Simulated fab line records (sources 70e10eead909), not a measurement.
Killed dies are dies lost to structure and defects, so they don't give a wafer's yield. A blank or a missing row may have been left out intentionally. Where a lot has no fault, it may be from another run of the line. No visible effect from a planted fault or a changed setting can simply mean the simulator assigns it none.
A sampling plan put to the test | flow nand harc | each of the 15 faults these records tell of, on one fab line, judged from the records of the lots it struck
What counts as the plan is the set of the line's own looks, namely the steps on the route at which a gauge or an inspection reads a wafer and does not change it. Where struck wafers have a number at a look and the file lists that look's usual mean and standard deviation on fault-free wafers, the look can be judged. Caught: at a look after the fault's first step, the mean of the struck wafers lies 4 or more of those standard deviations (sigma) from the usual mean. On the tool: the test repeated on the tool's own readings taken at the fault's steps. If the struck wafers alone have a blank record, or they carry another recipe, that too counts as caught.

## THE FAULTS, as the simulator had put them in
1. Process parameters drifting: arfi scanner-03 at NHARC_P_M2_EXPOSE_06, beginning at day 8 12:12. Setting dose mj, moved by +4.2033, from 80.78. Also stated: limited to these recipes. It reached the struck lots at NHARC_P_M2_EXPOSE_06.
2. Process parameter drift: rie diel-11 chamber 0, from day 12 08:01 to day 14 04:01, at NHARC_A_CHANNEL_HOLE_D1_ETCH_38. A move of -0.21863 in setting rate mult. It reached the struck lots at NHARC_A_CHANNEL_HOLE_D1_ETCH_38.
3. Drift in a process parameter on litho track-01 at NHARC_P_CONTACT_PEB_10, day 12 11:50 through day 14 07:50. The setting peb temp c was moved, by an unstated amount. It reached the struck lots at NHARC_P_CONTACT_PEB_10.
4. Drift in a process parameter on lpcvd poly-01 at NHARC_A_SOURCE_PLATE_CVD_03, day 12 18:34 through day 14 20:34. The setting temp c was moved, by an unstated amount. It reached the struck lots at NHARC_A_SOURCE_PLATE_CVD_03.
5. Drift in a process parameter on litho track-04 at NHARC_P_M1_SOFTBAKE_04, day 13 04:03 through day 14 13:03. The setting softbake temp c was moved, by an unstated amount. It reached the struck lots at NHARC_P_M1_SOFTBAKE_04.
6. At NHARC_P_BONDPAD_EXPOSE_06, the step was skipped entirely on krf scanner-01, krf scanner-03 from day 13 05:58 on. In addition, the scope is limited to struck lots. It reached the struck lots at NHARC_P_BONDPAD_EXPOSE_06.
7. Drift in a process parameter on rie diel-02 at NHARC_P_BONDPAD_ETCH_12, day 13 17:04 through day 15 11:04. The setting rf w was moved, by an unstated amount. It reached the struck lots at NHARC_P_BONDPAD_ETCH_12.
8. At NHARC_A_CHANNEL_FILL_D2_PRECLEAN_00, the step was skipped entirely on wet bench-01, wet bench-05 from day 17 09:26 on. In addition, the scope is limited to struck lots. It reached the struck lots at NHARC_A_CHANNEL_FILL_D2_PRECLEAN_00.
9. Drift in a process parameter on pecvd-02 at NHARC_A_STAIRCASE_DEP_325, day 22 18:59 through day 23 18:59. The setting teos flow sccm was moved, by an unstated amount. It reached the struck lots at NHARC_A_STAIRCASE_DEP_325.
10. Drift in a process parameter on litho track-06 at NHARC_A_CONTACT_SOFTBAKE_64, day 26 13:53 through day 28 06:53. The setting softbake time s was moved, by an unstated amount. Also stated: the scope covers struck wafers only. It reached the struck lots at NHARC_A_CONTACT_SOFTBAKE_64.
11. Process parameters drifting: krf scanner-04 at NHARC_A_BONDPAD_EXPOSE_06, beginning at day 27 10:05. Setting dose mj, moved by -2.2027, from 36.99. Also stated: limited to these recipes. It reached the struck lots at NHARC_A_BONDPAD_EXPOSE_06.
12. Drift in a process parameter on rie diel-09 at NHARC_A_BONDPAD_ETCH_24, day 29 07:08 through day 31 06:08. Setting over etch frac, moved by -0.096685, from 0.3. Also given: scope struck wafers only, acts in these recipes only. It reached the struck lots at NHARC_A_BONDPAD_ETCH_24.
13. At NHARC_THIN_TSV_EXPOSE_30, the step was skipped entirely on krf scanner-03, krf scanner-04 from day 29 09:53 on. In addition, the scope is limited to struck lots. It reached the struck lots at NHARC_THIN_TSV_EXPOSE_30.
14. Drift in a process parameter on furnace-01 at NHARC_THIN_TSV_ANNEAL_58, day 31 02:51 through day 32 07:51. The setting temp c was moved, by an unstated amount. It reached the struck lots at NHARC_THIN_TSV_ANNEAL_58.
15. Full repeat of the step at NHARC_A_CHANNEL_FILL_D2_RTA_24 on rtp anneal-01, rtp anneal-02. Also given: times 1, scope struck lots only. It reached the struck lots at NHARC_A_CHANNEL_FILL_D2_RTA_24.

## WHAT THE PLAN SAW
fault | on the tool itself                       | first look that catches it                   | reading, sigma                                             | median hours from its first step to that look | hours from the fault's start to the first struck lot there | judged looks passed uncaught
1     | exposure dose mJ cm2 +31 sigma           | not the one look that can be judged after it | -                                                          | -                                             | -                                                          | 1
2     | oes product au -11 sigma                 | not the one look that can be judged after it | -                                                          | -                                             | -                                                          | 1
3     | plate temp C -16 sigma                   | no look after it can be judged               | -                                                          | -                                             | -                                                          | 0
4     | tube center temp C -99 or beyond sigma   | NHARC_A_SOURCE_PLATE_THK_MEAS_06             | thk nm -25                                                 | 11.8                                          | 26                                                         | 0
5     | heater power total W -84 sigma           | no look after it can be judged               | -                                                          | -                                             | -                                                          | 0
6     | no reading that can be judged            | no look after it can be judged               | -                                                          | -                                             | -                                                          | 0
7     | rf fwd power W +99 or beyond sigma       | not the one look that can be judged after it | -                                                          | -                                             | -                                                          | 1
8     | no reading that can be judged            | not the one look that can be judged after it | -                                                          | -                                             | -                                                          | 1
9     | mfc precursor sccm +33 sigma             | not the one look that can be judged after it | strongest: killed at other at NHARC_END_SORT_01, +2.9      | -                                             | -                                                          | 1
10    | heater power total W +99 or beyond sigma | not the one look that can be judged after it | -                                                          | -                                             | -                                                          | 1
11    | exposure dose mJ cm2 -8.7 sigma          | no look after it can be judged               | -                                                          | -                                             | -                                                          | 0
12    | under 2 sigma                            | no look after it can be judged               | -                                                          | -                                             | -                                                          | 0
13    | no reading that can be judged            | no look after it can be judged               | -                                                          | -                                             | -                                                          | 0
14    | spike tc lower C +21 sigma               | not the one look that can be judged after it | strongest: defect limited yield at NHARC_END_SORT_01, -2.0 | -                                             | -                                                          | 1
15    | under 2 sigma                            | no look after it can be judged               | -                                                          | -                                             | -                                                          | 0
A dash: this means the fault isn't caught or the number doesn't appear in these records.

Caught at a look: 1 of 15. Caught on the tool: 10 of 15. By one or the other: 10 of 15.
Caught on the tool alone: faults 1, 2, 3, 5, 7, 9, 10, 11, 14.
Caught by neither: faults 6, 8, 12, 13, 15.

## THINNER SAMPLING
In the worst case, this is how late the first struck lot would be measured if the look that catches a fault measured only every second or every third lot, by lot number:
fault | struck lots at that look, in order of time | every lot | every second lot | every third lot
4     | L863, L864                                 | 26 h      | 37 h             | may miss all 2
Hours count from the start of the fault until the first struck lot that is measured. 4 sigma limit: tested on the pooled struck wafers, so a lone lot may be under it. Other struck lots may not be in these records.

## THE LONGEST TIMED WAY FROM STEP TO LOOK
Fault 4: median gap of 11.8 hours between NHARC_A_SOURCE_PLATE_CVD_03 and NHARC_A_SOURCE_PLATE_THK_MEAS_06. No look between them can be judged.
